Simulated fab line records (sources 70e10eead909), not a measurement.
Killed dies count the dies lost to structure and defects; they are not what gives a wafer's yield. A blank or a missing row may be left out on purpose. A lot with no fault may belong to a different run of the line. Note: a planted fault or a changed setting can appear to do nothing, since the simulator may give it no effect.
fab line records    flow nand_harc
record lots=14  wafers=42  last_day=32
route steps=1302 shown A_ZERO_WELL@412 A_SOURCE_PLATE@416 A_ONON_D1@426 END@1302
lots that met no fault: from a run of the same line without faults
start_h: the number of hours between the record's first day and the start of the first shown wafer of the lot    wait_h: hours from the lot's prior step to this one    " unchanged from the row above    L1.1+2: a row that stands for several wafers    - value missing, or start not given    * or withheld: withheld    < > ~ a bound
route shown NAME@n: names a module that has steps shown in the file, with the first one's number in the route    usual: mean/standard deviation of fault-free wafers    same: alike in all rows    chamber/n: place in a boat    sites: each site's reading    _std_site: how widely they spread, as a standard deviation    _edge_site: mean of outer sites minus mean of inner sites    radius_mm: for every site, how far away it sits from the centre of the wafer    mask NAME#n: copy n    behind: tool/chamber where the wafer was last shaped    hold: the reason the lot was held/the length of the hold in hours/how it ended    device: the n, p or np transistor that did not switch    end of line: the route-end tests of the same wafers    a step without rows: its recipe alone    killed: count of dies lost to structure and defects at first sort (not the wafer's yield)    map: a wafer's dies, marking killed ones x, the rest . and places with no die _
set.NAME: the setting as run; set.NAME@STEP: as run at that earlier step    model.NAME: the simulator's own value behind a step, which no gauge read
steps of the route over a sample of lots; a table a step, a row a wafer
services: a tool's chamber out of use, with start hour (start_h, from the record's first day; less than 0 if before it), hours out, and reason
## steps
# step NHARC_A_ZERO_WELL_INSPECT_17
# usual raw_defect_count=11/5.7
lot.wafer  tool               chamber  start_h  wait_h  raw_defect_count
L988.2     defect_inspect-01  -        121.33   0.1     12
L988.3     "                  -        "        "       10
L988.6     "                  -        "        "       5
L990.2     defect_inspect-02  -        134.90   0.1     21
L990.4     "                  -        "        "       6
L990.5     "                  -        "        "       11
L992.1     defect_inspect-02  -        156.54   0.2     7
L992.4     "                  -        "        "       7
L992.6     "                  -        "        "       7
L991.3     defect_inspect-02  -        173.94   0.1     3
L991.4     "                  -        "        "       8
L991.5     "                  -        "        "       9
L994.1     defect_inspect-02  -        179.55   0.2     12
L994.3     "                  -        "        "       13
L994.5     "                  -        "        "       18
L995.1     defect_inspect-02  -        192.16   0.2     9
L995.4     "                  -        "        "       7
L995.6     "                  -        "        "       18
L997.1     defect_inspect-02  -        214.02   0.2     6
L997.2     "                  -        "        "       8
L997.6     "                  -        "        "       14
L998.1     defect_inspect-02  -        220.25   0.2     9
L998.2     "                  -        "        "       2
L998.4     "                  -        "        "       4
L999.1     defect_inspect-02  -        223.29   0.2     20
L999.3     "                  -        "        "       9
L999.6     "                  -        "        "       10
L104.3     defect_inspect-02  -        278.12   0.1     11
L104.4     "                  -        "        "       8
L104.6     "                  -        "        "       9
L105.1     defect_inspect-02  -        293.43   0.2     8
L105.5     "                  -        "        "       6
L105.6     "                  -        "        "       8
L108.4     defect_inspect-01  -        313.61   0.1     12
L108.5     "                  -        "        "       2
L108.6     "                  -        "        "       6
L107.2     defect_inspect-02  -        314.18   0.1     8
L107.3     "                  -        "        "       10
L107.4     "                  -        "        "       16
L109.2     defect_inspect-02  -        331.57   0.1     9
L109.4     "                  -        "        "       30
L109.5     "                  -        "        "       10
# step NHARC_A_SOURCE_PLATE_THK_MEAS_09
# recipe thk_meas_gauge=ellipsometry
# usual thk_nm=9.8/1.1
lot.wafer  tool           chamber  start_h  wait_h  thk_nm
L988.2     film_metro-02  -        128.59   0.4     10.0
L988.3     "              -        "        "       11.0
L988.6     "              -        "        "       9.2
L990.2     film_metro-01  -        145.28   0.4     9.2
L990.4     "              -        "        "       10.3
L990.5     "              -        "        "       8.3
L992.1     film_metro-01  -        163.75   0.4     8.7
L992.4     "              -        "        "       11.0
L992.6     "              -        "        "       11.7
L991.3     film_metro-01  -        180.77   0.4     6.9
L991.4     "              -        "        "       9.1
L991.5     "              -        "        "       9.0
L994.1     film_metro-01  -        188.08   0.4     9.0
L994.3     "              -        "        "       10.2
L994.5     "              -        "        "       9.8
L995.1     film_metro-02  -        199.06   0.4     11.6
L995.4     "              -        "        "       10.8
L995.6     "              -        "        "       8.8
L997.1     film_metro-01  -        221.37   0.4     9.0
L997.2     "              -        "        "       9.3
L997.6     "              -        "        "       10.1
L998.1     film_metro-02  -        229.66   0.4     10.0
L998.2     "              -        "        "       8.7
L998.4     "              -        "        "       10.6
L999.1     film_metro-01  -        229.66   0.4     9.2
L999.3     "              -        "        "       9.6
L999.6     "              -        "        "       9.9
L104.3     film_metro-01  -        284.94   0.4     8.4
L104.4     "              -        "        "       9.0
L104.6     "              -        "        "       8.3
L105.1     film_metro-01  -        301.58   0.4     10.3
L105.5     "              -        "        "       7.2
L105.6     "              -        "        "       9.9
L108.4     film_metro-02  -        320.94   0.4     10.5
L108.5     "              -        "        "       11.2
L108.6     "              -        "        "       10.0
L107.2     film_metro-01  -        320.96   0.4     9.7
L107.3     "              -        "        "       9.3
L107.4     "              -        "        "       8.9
L109.2     film_metro-02  -        338.82   0.4     10.8
L109.4     "              -        "        "       8.6
L109.5     "              -        "        "       10.2
# step NHARC_A_ONON_D1_DEP_03
# recipe target_thk_a=10000  n2_flow_sccm=2750  n2o_flow_sccm=2000  nh3_flow_sccm=500  sih4_flow_sccm=210  temp_c=400
# usual sih4_flow_sccm=210.0/0.55
lot.wafer  tool           chamber  start_h  wait_h  sih4_flow_sccm
L988.2     pecvd_onon-01  0        142.38   0.1     210.0
L988.3     "              0        "        "       209.6
L988.6     "              0        "        "       210.6
L990.2     pecvd_onon-01  0        159.13   0.1     209.5
L990.4     "              0        "        "       210.0
L990.5     "              0        "        "       210.0
L992.1     pecvd_onon-03  0        177.87   0.1     210.9
L992.4     "              0        "        "       210.5
L992.6     "              0        "        "       209.9
L991.3     pecvd_onon-03  0        195.96   0.2     210.4
L991.4     "              0        "        "       210.8
L991.5     "              0        "        "       210.3
L994.1     pecvd_onon-02  0        203.36   0.1     209.8
L994.3     "              0        "        "       210.3
L994.5     "              0        "        "       210.2
L995.1     pecvd_onon-02  0        213.11   0.1     209.3
L995.4     "              0        "        "       208.7
L995.6     "              0        "        "       209.0
L997.1     pecvd_onon-02  0        234.71   0.1     209.8
L997.2     "              0        "        "       210.1
L997.6     "              0        "        "       210.3
L999.1     pecvd_onon-02  0        243.50   0.1     210.4
L999.3     "              0        "        "       209.7
L999.6     "              0        "        "       210.6
L998.1     pecvd_onon-01  0        243.50   0.1     210.8
L998.2     "              0        "        "       210.6
L998.4     "              0        "        "       210.6
L104.3     pecvd_onon-03  0        298.71   0.2     210.3
L104.4     "              0        "        "       210.6
L104.6     "              0        "        "       210.0
L105.1     pecvd_onon-02  0        315.26   0.1     210.3
L105.5     "              0        "        "       210.9
L105.6     "              0        "        "       209.7
L107.2     pecvd_onon-03  0        334.56   0.1     208.7
L107.3     "              0        "        "       209.8
L107.4     "              0        "        "       209.3
L108.4     pecvd_onon-02  0        334.67   0.2     209.3
L108.5     "              0        "        "       209.1
L108.6     "              0        "        "       210.4
L109.2     pecvd_onon-01  0        355.30   0.1     210.1
L109.4     "              0        "        "       209.5
L109.5     "              0        "        "       208.9
# step NHARC_A_ONON_D1_THK_MEAS_05
# recipe thk_meas_gauge=ellipsometry
# usual thk_nm=1003/7.6
lot.wafer  tool           chamber  start_h  wait_h  thk_nm
L988.2     film_metro-01  -        142.83   -       1009
L988.3     "              -        "        "       1011
L988.6     "              -        "        "       1011
L990.2     film_metro-01  -        159.58   -       1003
L990.4     "              -        "        "       1007
L990.5     "              -        "        "       1003
L992.1     film_metro-02  -        178.38   -       998
L992.4     "              -        "        "       1000
L992.6     "              -        "        "       1000
L991.3     film_metro-02  -        196.35   -       1006
L991.4     "              -        "        "       1007
L991.5     "              -        "        "       1006
L994.1     film_metro-01  -        203.87   -       1006
L994.3     "              -        "        "       1005
L994.5     "              -        "        "       1005
L995.1     film_metro-02  -        213.62   -       1008
L995.4     "              -        "        "       1007
L995.6     "              -        "        "       1006
L997.1     film_metro-02  -        235.23   -       992
L997.2     "              -        "        "       991
L997.6     "              -        "        "       993
L999.1     film_metro-01  -        244.00   -       1016
L999.3     "              -        "        "       1016
L999.6     "              -        "        "       1016
L998.1     film_metro-01  -        244.01   -       1012
L998.2     "              -        "        "       1011
L998.4     "              -        "        "       1011
L104.3     film_metro-01  -        299.11   -       1682
L104.4     "              -        "        "       1682
L104.6     "              -        "        "       1683
L105.1     film_metro-02  -        315.77   -       1009
L105.5     "              -        "        "       1008
L105.6     "              -        "        "       1010
L108.4     film_metro-01  -        335.01   -       1001
L108.5     "              -        "        "       1003
L108.6     "              -        "        "       1002
L107.2     film_metro-02  -        335.01   -       1673
L107.3     "              -        "        "       1675
L107.4     "              -        "        "       1677
L109.2     film_metro-01  -        355.76   -       1009
L109.4     "              -        "        "       1010
L109.5     "              -        "        "       1010
# step NHARC_END_SORT_01
# recipe temp_c=25
# usual killed_at_array=62/18  killed_at_other=0.9/1.2  killed_at_periphery=4.2/2.9  killed_dies=67/17  killed_open=3.6/1.9  killed_short=2.5/1.6
# same gross_dies=677
lot.wafer  tool       chamber  start_h  wait_h  killed_at_array  killed_at_other  killed_at_periphery  killed_dies  killed_open  killed_short
L104.3     prober-01  0        684.04   3.1     672              0                5                    677          1            4
L104.4     prober-01  0        684.84   3.4     670              0                7                    677          1            1
L104.6     prober-01  0        686.44   4.0     669              0                8                    677          6            3
L107.2     prober-02  0        754.73   2.8     673              0                4                    677          7            4
L107.3     prober-02  0        755.53   3.1     671              1                5                    677          3            3
L107.4     prober-02  0        756.34   3.4     671              1                5                    677          4            3
# killed by level:class
L104.3 A_ONON_D1:area_dep=644 A_CHANNEL_HOLE_D1:chamber_film_flake=9 A_WL_FILL:chamber_film_flake=4 A_STAIRCASE:chamber_film_flake=3 P_GATE:chamber_film_flake=2 P_M2:chamber_film_flake=2 A_CHANNEL_FILL_D2:chamber_film_flake=2 A_SLIT:chamber_film_flake=2
L104.4 A_ONON_D1:area_dep=639 A_CHANNEL_HOLE_D1:chamber_film_flake=15 A_CONTACT:chamber_film_flake=6 A_WL_FILL:chamber_film_flake=5 P_M2:chamber_film_flake=4 A_SLIT:chamber_film_flake=2 P_M0:geometric_particle:open=1 A_WL_FILL:geometric_particle:short=1
L104.6 A_ONON_D1:area_dep=636 A_CHANNEL_HOLE_D1:chamber_film_flake=8 A_STAIRCASE:chamber_film_flake=8 P_M2:chamber_film_flake=3 A_CHANNEL_FILL_D1:chamber_film_flake=3 A_CONTACT:chamber_film_flake=3 A_ONON_D1:geometric_particle:open=2 A_WL_FILL:chamber_film_flake=2
L107.2 A_ONON_D1:area_dep=637 A_CHANNEL_HOLE_D1:chamber_film_flake=9 A_SLIT:chamber_film_flake=5 A_STAIRCASE:chamber_film_flake=4 A_CHANNEL_HOLE_D2:geometric_particle:open=2 A_BLC:geometric_particle:open=2 P_GATE:chamber_film_flake=2 A_DECK1_JOINT:chamber_film_flake=2
L107.3 A_ONON_D1:area_dep=625 A_CHANNEL_HOLE_D1:chamber_film_flake=22 A_SLIT:chamber_film_flake=6 A_CHANNEL_HOLE_D2:chamber_film_flake=5 A_STAIRCASE:chamber_film_flake=5 P_GATE:chamber_film_flake=3 A_ONON_D1:geometric_particle:short=1 A_CHANNEL_FILL_D1:geometric_particle:open=1
L107.4 A_ONON_D1:area_dep=631 A_CHANNEL_HOLE_D1:chamber_film_flake=11 A_SLIT:chamber_film_flake=9 A_CHANNEL_HOLE_D2:chamber_film_flake=5 A_STAIRCASE:chamber_film_flake=5 A_CONTACT:chamber_film_flake=3 P_GATE:chamber_film_flake=2 P_CONTACT:geometric_particle:open=1
## services
tool           chamber  start_h  hours  kind
pecvd_onon-02  -        161.00   13.0   pm
pecvd_onon-03  -        203.00   13.0   pm
pecvd_onon-01  -        245.00   13.0   pm
pecvd_onon-02  -        342.00   13.0   pm
## key
first_sign step=NHARC_A_ONON_D1_THK_MEAS_05  reading=thk_nm  direction=up  sigmas=88  usual=1003  struck=1679
effect step=NHARC_END_SORT_01  reading=killed_dies  direction=up  sigmas=35  usual=67  struck=677
more_kills_born_at NHARC_A_ONON_D1_DEP_03@pecvd_onon-03=3812
met_at NHARC_A_ONON_D1_DEP_03
struck_lots L104,L107
struck_wafers L104.3,L104.4,L104.6,L107.2,L107.3,L107.4
later_rows_left_out L104.3,L104.4,L104.6,L107.2,L107.3,L107.4
tester_left_out L104,L107
not_acting_at NHARC_A_ZERO_WELL_INSPECT_17,NHARC_A_SOURCE_PLATE_THK_MEAS_09
onset_between 195.96 298.71
fault kind=process_parameter_drift  tool=pecvd_onon-03  chamber=0  onset_h=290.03  steps=NHARC_A_ONON_D1_DEP_03  channel=target_thk_a  offset=*  shape=step  end_h=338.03  acts_in=*  stated=*
# tester_left_out: of these lots the tester's yield and bins aren't shown, on N5 and GAA mostly nor the transistor test; their killed dies are dies lost to structure and defects alone, not to doping, threshold or leakage, so they don't give the yield
# later_rows_left_out: the simulator's readings of these wafers behind a module that went badly wrong aren't trusted and aren't shown, but for the sort
